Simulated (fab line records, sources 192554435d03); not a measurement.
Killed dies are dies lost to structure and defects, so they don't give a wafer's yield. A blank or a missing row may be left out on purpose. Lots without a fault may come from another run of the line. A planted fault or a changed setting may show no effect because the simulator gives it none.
fab line records | flow n5_finfet
record lots=7 wafers=21
route steps=1938 shown BEOL_M5@1160 BEOL_M6@1221 BEOL_M7@1263
start_h: hours from the record's first day to the start of the lot's first wafer shown | wait_h: hours since the lot's step before | " the same as in the row above | L1.1+2: a row that stands for several wafers | - no value, or no start given | * or withheld: withheld | < > ~ a bound
route shown NAME@n: a module of which the file shows steps, and the number in the route of the first | usual: mean/standard deviation of fault-free wafers | same: alike in all rows | chamber/n: place in a boat | sites: the reading at each site | _std_site: their standard deviation | _edge_site: outer sites' mean less inner sites' | radius_mm: how far each site lies from the wafer's centre | mask NAME#n: copy n | behind: the tool/chamber that last shaped the wafer | hold: why the lot was held/for how many hours/how that ended | device: the transistor (n, p or np) that didn't switch | end of line: the same wafers' tests at the end of the route | a step without rows: its recipe alone | killed: dies lost to structure and defects at the first sort, not the wafer's yield | map: a wafer's dies, x killed, . not, _ none there
set.NAME: the setting as run; set.NAME@STEP: as run at that earlier step | model.NAME: the simulator's own value behind a step, which no gauge read
lots whose settings were changed on purpose; a table a step, a row a wafer
## steps
# step N5_BEOL_M5_TRENCH_ETCH_37
# recipe chemistry=C4F6/O2 target_depth_a=716.52 target=SiCOH_lowk time_s=24.7 ion_energy_ev=250 pressure_mtorr=30 source_w=345 bias_w=185 Ar_flow_sccm=300 C4F6_flow_sccm=10 O2_flow_sccm=10
# columns lot.wafer tool chamber start_h wait_h set.time_s model.etch.depth_nm model.BEOL_M5.feature_depth_nm
L078.2 rie_diel-03 1 - - 24.7 70.76 70.8
L078.4 " 1 " " 24.7 70.36 70.4
L078.5 " 2 " " 24.7 70.09 70
L080.1 rie_diel-06 1 - - 21.29 60.22 60.2
L080.4 " 2 " " 24.7 72.93 73
L080.6 " 1 " " 21.29 60.07 60
L084.1 rie_diel-03 3 - - 24.7 71.41 71.4
L084.3 " 1 " " 24.7 70.87 70.8
L084.4 " 1 " " 24.7 69.63 69.6
L083.2 rie_diel-01 3 - - 28.69 80.02 80
L083.3 " 0 " " 24.7 72.84 72.8
L083.6 " 0 " " 24.7 73.07 73
L087.3 rie_diel-06 1 - - 23.08 65.46 65.4
L087.4 " 3 " " 24.7 72.12 72.2
L087.6 " 1 " " 23.08 65.47 65.4
L095.1 rie_diel-01 2 - - 24.7 72.19 72.2
L095.3 " 0 " " 24.7 72.88 72.8
L095.6 " 0 " " 24.7 72.52 72.6
L097.4 rie_diel-03 0 - - 24.7 73.04 73
L097.5 " 0 " " 24.7 72.24 72.2
L097.6 " 2 " " 24.7 73.74 73.8
# step N5_BEOL_M5_ETCH_41
# recipe chemistry=CH3F/O2 target=SiCN target_depth_a=315 taper_deg=2 time_s=56.7 ion_energy_ev=120 mask_material=TiN pressure_mtorr=30 source_w=395 bias_w=75 Ar_flow_sccm=150 CH3F_flow_sccm=30 O2_flow_sccm=20
# step N5_BEOL_M5_STRIP_91
# recipe chemistry=N2/H2 time_s=10 power_w=450 temp_c=40 pressure_mtorr=20 rf_frequency_hz=6e+07 bias_power_w=7 n2_flow_sccm=200 h2_flow_sccm=200
# step N5_BEOL_M5_OCD_MEAS_38
# usual trench_depth_nm=71.6/1.5
# columns lot.wafer tool chamber start_h wait_h set.time_s@BEOL_M5_TRENCH_ETCH_37 trench_depth_nm
L078.2 ocd-02 - 191.59 - 24.7 70.6
L078.4 " - " " 24.7 70.3
L078.5 " - " " 24.7 70.1
L080.1 ocd-01 - 207.82 - 21.29 60.5
L080.4 " - " " 24.7 73.0
L080.6 " - " " 21.29 59.9
L084.1 ocd-02 - 222.50 - 24.7 71.5
L084.3 " - " " 24.7 70.8
L084.4 " - " " 24.7 69.4
L083.2 ocd-02 - 227.33 - 28.69 79.8
L083.3 " - " " 24.7 71.7
L083.6 " - " " 24.7 72.6
L087.3 ocd-01 - 253.42 - 23.08 65.6
L087.4 " - " " 24.7 72.3
L087.6 " - " " 23.08 65.9
L095.1 ocd-02 - 306.54 - 24.7 72.2
L095.3 " - " " 24.7 72.9
L095.6 " - " " 24.7 72.1
L097.4 ocd-02 - 320.24 - 24.7 73.1
L097.5 " - " " 24.7 72.7
L097.6 " - " " 24.7 73.3
# step N5_BEOL_M5_ALD_86
# recipe material=TaN target_thk_a=* temp_c=275 ald_precursor_family=PDMAT ald_co_reactant=NH3 pressure_torr=3 carrier_flow_sccm=1500 pulse_time_s=2 purge_time_s=3 co_reactant_purge_time_s=2 co_reactant_pulse_time_s=3 ald_cycles=30 precursor_vessel_temp_c=75 precursor_vessel_pressure_torr=26.25 precursor_vessel_carrier_sccm=1000
# columns lot.wafer tool chamber start_h wait_h set.co_reactant_pulse_time_s
L078.2+4+5 ald_metal-03 2,0,2 192.33 0.1 3
L080.1+6 ald_metal-04 1 208.77 0.1 3.179
L080.4 " 0 " " 3
L084.1+4 ald_metal-04 0,1 223.57 0.0 3
L084.3 " 3 " " 2.448
L083.2+3+6 ald_metal-03 2,1,2 228.09 0.0 3
L087.3+4 ald_metal-03 0,1 254.32 0.0 2.537
L087.6 " 1 " " 3
L095.1+3+6 ald_metal-04 3,1,3 308.80 0.1 3
L097.4+5+6 ald_metal-03 3,2,3 320.94 0.1 3
# step N5_BEOL_M5_SURFACE_TREAT_87
# recipe gas=Ar time_s=* ion_energy_ev=* ion_current_ma_cm2=0.5 pressure_mtorr=* ar_flow_sccm=30
# step N5_BEOL_M5_CVD_47
# recipe material=Co target_thk_a=30 temp_c=withheld precursor=CCTBA/H2 pressure_torr=30 time_s=216
# step N5_BEOL_M5_ECD_50
# recipe material=Cu target_thk_a=3000
# step N5_BEOL_M5_ANNEAL_51
# recipe temp_c=225 time_s=90 ambient=N2
# step N5_BEOL_M5_CMP_52
# recipe stop_on=SiCOH_lowk t_overpolish_s=6.9 down_force_psi=1 platen_rpm=50 clearing_platen_down_force_psi=1.5 clearing_platen_rpm=50 post_cmp_clean=cu_alkaline target_thk_nm=62 clearing_platen_pad_velocity_m_s=0.99484 pad_velocity_m_s=0.99484
# columns lot.wafer tool chamber start_h wait_h set.time_s@BEOL_M5_TRENCH_ETCH_37 model.Cu_of_BEOL_M5_ECD_50.thk_nm
L078.2 cmp-02 3 198.56 0.2 24.7 63
L078.4 " 0 " " 24.7 60.6
L078.5 " 3 " " 24.7 61.4
L080.4 cmp-02 1 215.14 0.2 24.7 64
L080.1 " 2 " " 21.29 49.6
L080.6 " 1 " " 21.29 50.6
L083.3 cmp-02 3 233.50 0.2 24.7 63.2
L083.2 " 1 " " 28.69 71.2
L083.6 " 2 " " 24.7 62.4
L084.1 cmp-04 3 234.16 0.3 24.7 63.4
L084.3 " 0 " " 24.7 60.6
L084.4 " 1 " " 24.7 60.4
L087.3 cmp-04 2 260.13 0.5 23.08 53.2
L087.4 " 3 " " 24.7 62.2
L087.6 " 1 " " 23.08 56
L095.3 cmp-04 1 314.15 0.2 24.7 63.8
L095.1 " 2 " " 24.7 62.2
L095.6 " 1 " " 24.7 63.2
L097.4 cmp-04 2 326.90 0.1 24.7 62.8
L097.6 " 2 " " 24.7 63
L097.5 " 3 " " 24.7 62
# step N5_BEOL_M5_THK_MEAS_53
# recipe thk_meas_gauge=xrf reads=Cu_of_BEOL_M5_ECD_50
# usual M5_THK=62.3/1.8
# columns lot.wafer tool chamber start_h wait_h set.time_s@BEOL_M5_TRENCH_ETCH_37 M5_THK[nm]
L078.2 film_metro-02 - 198.86 - 24.7 63.6
L078.4 " - " " 24.7 61.3
L078.5 " - " " 24.7 62.2
L080.1 film_metro-02 - 215.39 - 21.29 50.3
L080.4 " - " " 24.7 64.7
L080.6 " - " " 21.29 51.1
L083.2 film_metro-02 - 233.76 - 28.69 71.5
L083.3 " - " " 24.7 63.4
L083.6 " - " " 24.7 62.3
L084.1 film_metro-02 - 234.45 - 24.7 63.5
L084.3 " - " " 24.7 60.9
L084.4 " - " " 24.7 60.7
L087.3 film_metro-01 - 260.39 - 23.08 54.4
L087.4 " - " " 24.7 63.6
L087.6 " - " " 23.08 57.1
L095.1 film_metro-02 - 314.45 - 24.7 63.0
L095.3 " - " " 24.7 64.8
L095.6 " - " " 24.7 64.0
L097.4 film_metro-01 - 327.19 - 24.7 63.4
L097.5 " - " " 24.7 62.7
L097.6 " - " " 24.7 63.7
# step N5_BEOL_M6_COAT_22
# recipe resist=CAR-EUV spin_rpm=1500 resist_thk_nm=30
# columns lot.wafer tool chamber start_h wait_h set.spin_rpm model.CAR-EUV_of_BEOL_M6_COAT_22.thk_nm
L078.2+4 litho_track-04 0 - - 1500 30
L078.5 " 0 " " 1500 29.8
L080.1 litho_track-03 0 - - 1500 30.2
L080.4+6 " 0 " " 1398 31.2
L084.1+3+4 litho_track-01 0 - - 1500 30
L083.2+6 litho_track-03 0 - - 1597 29.2
L083.3 " 0 " " 1500 30.2
L087.3 litho_track-03 0 - - 1621 29
L087.4+6 " 0 " " 1500 30.2
L095.1 litho_track-04 0 - - 1500 30
L095.3+6 " 0 " " 1556 29.4
L097.4 litho_track-01 0 - - 1500 29.8
L097.5+6 " 0 " " 1500 30
# step N5_BEOL_M6_EBR_24
# recipe solvent=PGMEA ebr_width_mm=1.5
# step N5_BEOL_M6_SOFTBAKE_23
# recipe temp_c=110 time_s=60 resist=CAR-EUV
# step N5_BEOL_M6_EXPOSE_25
# recipe mask_id=V5 na=0.33 source_shape=annular sigma_inner=0.4 sigma_outer=0.8 polarization=unpolarized target_cd_nm=40 dose_mj=45
# step N5_BEOL_M6_PEB_26
# recipe peb_temp_c=100 peb_time_s=60 resist=CAR-EUV
# step N5_BEOL_M6_DEVELOP_27
# recipe develop_time_s=30 developer=TMAH resist=CAR-EUV rinse_liquid=surfactant_rinse dry=air_spin dev_temp_c=23
# columns lot.wafer tool chamber start_h wait_h set.spin_rpm@BEOL_M6_COAT_22 model.CAR-EUV_of_BEOL_M6_COAT_22.thk_nm
L078.2 litho_track-04 0 - - 1500 29.6
L078.4+5 " 0 " " 1500 29.4
L080.1 litho_track-01 0 - - 1500 29.8
L080.4+6 " 0 " " 1398 30.8
L084.1+3+4 litho_track-01 0 - - 1500 29.6
L083.2+6 litho_track-04 0 - - 1597 28.8
L083.3 " 0 " " 1500 29.6
L087.3 litho_track-04 0 - - 1621 28.4
L087.4+6 " 0 " " 1500 29.6
L095.1 litho_track-03 0 - - 1500 29.4
L095.3+6 " 0 " " 1556 29
L097.4+6 litho_track-01 0 - - 1500 29.4
L097.5 " 0 " " 1500 29.6
# step N5_BEOL_M6_DESCUM_33
# recipe chemistry=O2 time_s=7 source_power_w=50 bias_power_w=20 pressure_mtorr=20 rf_frequency_hz=2.712e+07 temp_c=40 resist=CAR-EUV o2_flow_sccm=225
# columns lot.wafer tool chamber start_h wait_h set.spin_rpm@BEOL_M6_COAT_22 model.CAR-EUV_of_BEOL_M6_COAT_22.thk_nm
L078.2+4+5 rie_diel-05 1,2,1 203.62 0.0 1500 26
L080.1 rie_diel-04 1 221.95 0.0 1500 26.2
L080.4+6 " 0,3 " " 1398 27.4
L084.1 rie_diel-02 0 240.72 0.0 1500 26.2
L084.3+4 " 2,3 " " 1500 26
L083.2+6 rie_diel-02 3,2 241.12 0.4 1597 25.2
L083.3 " 1 " " 1500 26.2
L087.3 rie_diel-04 2 266.68 0.0 1621 25
L087.4+6 " 1 " " 1500 26.2
L095.1 rie_diel-04 3 319.38 0.0 1500 26
L095.3 " 1 " " 1556 25.6
L095.6 " 1 " " 1556 25.4
L097.4+5+6 rie_diel-02 0,2,3 333.46 0.6 1500 26
# step N5_BEOL_M7_ILD_DEP_00
# recipe material=SiCOH_lowk target_thk_a=1797.5 temp_c=300 precursor=DEMS/porogen pressure_torr=5 rf_w=500 time_s=33.4
# columns lot.wafer tool chamber start_h wait_h set.time_s model.SiCOH_lowk_of_BEOL_M7_ILD_DEP_00.thk_nm
L078.2 pecvd-03 1 206.55 0.0 31.79 173.2
L078.4 " 0 " " 33.4 182.4
L078.5 " 1 " " 33.4 185.2
L080.1 pecvd-04 0 225.42 0.0 35.26 184.4
L080.4 " 0 " " 33.4 178
L080.6 " 1 " " 35.26 187.6
L084.1 pecvd-02 1 244.31 0.0 33.4 177.2
L084.3 " 1 " " 33.4 181
L084.4 " 0 " " 33.4 182.6
L083.2 pecvd-03 2 244.85 0.0 33.4 178.8
L083.3 " 0 " " 33.4 177.8
L083.6 " 2 " " 33.4 180.4
L087.3 pecvd-03 0 270.53 0.0 28.99 154.6
L087.4 " 2 " " 28.99 155.8
L087.6 " 1 " " 33.4 182.6
L095.1 pecvd-04 2 322.59 0.0 33.4 178
L095.3 " 0 " " 33.4 176
L095.6 " 1 " " 33.4 177.6
L097.4+6 pecvd-04 0,2 337.50 0.1 33.4 181.2
L097.5 " 1 " " 33.4 178.8
# step N5_BEOL_M7_CURE_74
# recipe temp_c=385 time_s=240 ambient=He/Ar material=SiCOH_lowk
# columns lot.wafer tool chamber start_h wait_h set.time_s@BEOL_M7_ILD_DEP_00 model.SiCOH_lowk_of_BEOL_M7_ILD_DEP_00.thk_nm
L078.2 uv_cure-03 2 206.70 0.1 31.79 149.2
L078.4 " 2 " " 33.4 157.4
L078.5 " 2 " " 33.4 159.6
L080.1 uv_cure-03 2 225.50 0.1 35.26 159
L080.4 " 2 " " 33.4 153.6
L080.6 " 2 " " 35.26 161.8
L084.1 uv_cure-02 0 244.90 0.6 33.4 152.8
L084.3 " 0 " " 33.4 156.2
L084.4 " 0 " " 33.4 157.6
L083.2 uv_cure-02 0 245.46 0.6 33.4 154.2
L083.3 " 0 " " 33.4 153.4
L083.6 " 0 " " 33.4 155.6
L087.3 uv_cure-03 1 270.95 0.4 28.99 133.2
L087.4 " 1 " " 28.99 134.2
L087.6 " 1 " " 33.4 157.6
L095.1 uv_cure-01 0 322.66 0.0 33.4 153.4
L095.3 " 0 " " 33.4 151.6
L095.6 " 0 " " 33.4 153.2
L097.4+6 uv_cure-02 0 337.79 0.3 33.4 156.4
L097.5 " 0 " " 33.4 154.2
# step N5_BEOL_M7_THK_MEAS_01
# recipe reads=SiCOH_lowk_of_BEOL_M7_ILD_DEP_00
# usual M7_ILD_THK=154.9/2.1
# columns lot.wafer tool chamber start_h wait_h set.time_s@BEOL_M7_ILD_DEP_00 M7_ILD_THK[nm]
L078.2 film_metro-02 - 207.13 0.4 31.79 149.2
L078.4 " - " " 33.4 157.4
L078.5 " - " " 33.4 159.8
L080.1 film_metro-01 - 226.02 0.4 35.26 159.0
L080.4 " - " " 33.4 153.5
L080.6 " - " " 35.26 161.8
L084.1 film_metro-01 - 245.41 0.4 33.4 152.9
L084.3 " - " " 33.4 156.3
L084.4 " - " " 33.4 157.6
L083.2 film_metro-02 - 245.89 0.4 33.4 154.2
L083.3 " - " " 33.4 153.4
L083.6 " - " " 33.4 155.6
L087.3 film_metro-02 - 271.31 0.3 28.99 133.1
L087.4 " - " " 28.99 134.2
L087.6 " - " " 33.4 157.6
L095.1 film_metro-02 - 323.65 0.8 33.4 153.4
L095.3 " - " " 33.4 151.7
L095.6 " - " " 33.4 153.2
L097.4 film_metro-02 - 338.06 0.2 33.4 156.2
L097.5 " - " " 33.4 154.2
L097.6 " - " " 33.4 156.3
## key
split step=N5_BEOL_M5_TRENCH_ETCH_37 setting=time_s stated=24.7 by=wafer
response step=N5_BEOL_M5_TRENCH_ETCH_37 reading=model.etch.depth_nm change=+0.676 per=1% r=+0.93
response step=N5_BEOL_M5_TRENCH_ETCH_37 reading=model.BEOL_M5.feature_depth_nm shape=bent at_lowest=60.1 at_stated=71.91 at_highest=80
response step=N5_BEOL_M5_OCD_MEAS_38 reading=trench_depth_nm change=+0.692 per=1% r=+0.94
response step=N5_BEOL_M5_CMP_52 reading=model.Cu_of_BEOL_M5_ECD_50.thk_nm change=+0.763 per=1% r=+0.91
response step=N5_BEOL_M5_THK_MEAS_53 reading=M5_THK change=+0.777 per=1% r=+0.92
split step=N5_BEOL_M5_ALD_86 setting=co_reactant_pulse_time_s stated=3 by=wafer
response none clear
split step=N5_BEOL_M6_COAT_22 setting=spin_rpm stated=1500 by=wafer
response step=N5_BEOL_M6_COAT_22 reading=model.CAR-EUV_of_BEOL_M6_COAT_22.thk_nm change=-0.151 per=1% r=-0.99
response step=N5_BEOL_M6_DEVELOP_27 reading=model.CAR-EUV_of_BEOL_M6_COAT_22.thk_nm change=-0.139 per=1% r=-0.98
response step=N5_BEOL_M6_DESCUM_33 reading=model.CAR-EUV_of_BEOL_M6_COAT_22.thk_nm change=-0.157 per=1% r=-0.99
split step=N5_BEOL_M7_ILD_DEP_00 setting=time_s stated=33.4 by=wafer
response step=N5_BEOL_M7_ILD_DEP_00 reading=model.SiCOH_lowk_of_BEOL_M7_ILD_DEP_00.thk_nm change=+2 per=1% r=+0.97
response step=N5_BEOL_M7_CURE_74 reading=model.SiCOH_lowk_of_BEOL_M7_ILD_DEP_00.thk_nm change=+1.74 per=1% r=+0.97
response step=N5_BEOL_M7_THK_MEAS_01 reading=M7_ILD_THK change=+1.75 per=1% r=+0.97
